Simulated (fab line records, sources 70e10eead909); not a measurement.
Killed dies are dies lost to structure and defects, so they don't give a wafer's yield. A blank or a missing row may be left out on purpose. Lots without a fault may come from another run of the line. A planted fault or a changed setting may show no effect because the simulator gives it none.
Chamber matching | flow nand_harc | NHARC_A_SLIT_ETCH_29 on rie_diel-06: 4 sister chambers
The step etches the open film in CF4/O2, target depth 100 nm, overetch 10 nm, time 55 s. 4 wafers are shown with their chamber, then 7 later ones without.

WAFERS WITH THEIR CHAMBER
wafer  | chamber | drypump_motor_current_A (A)
L314.4 | 1       | 5.5
L320.5 | 2       | 6.3
L321.1 | 3       | 6.0
L321.3 | 0       | 6.0

WAFERS WITHOUT THEIR CHAMBER
wafer  | drypump_motor_current_A (A)
L321.5 | 6.0
L324.2 | 6.0
L324.5 | 6.0
L324.6 | 6.3
L337.1 | 6.2
L337.3 | 5.5
L337.4 | 6.0

WHICH CHAMBER EACH WENT THROUGH
wafer  | from the rows above     | in truth
L321.5 | can't be placed: 0 or 3 | 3
L324.2 | can't be placed: 0 or 3 | 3
L324.5 | can't be placed: 0 or 3 | 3
L324.6 | 2                       | 2
L337.1 | 2                       | 2
L337.3 | 1                       | 1
L337.4 | can't be placed: 0 or 3 | 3
Placed correctly: 3 of 7. Can't be placed from these rows: 4 (the true chamber is among the candidates in 4). Placed wrongly: 0.
How it was worked out, from the rows above alone: a wafer's distance from a chamber is the root of the sum, over the readings, of the square of ((its reading less the chamber's mean) divided by the reading's scatter). The wafer belongs to the nearest chamber; if the next one is less than 2 further off, it can't be placed. A chamber's mean is the mean of its shown wafers. The scatter: with one shown wafer a chamber, the root of the mean of the squares of how far each hidden wafer lies from its nearest shown one.
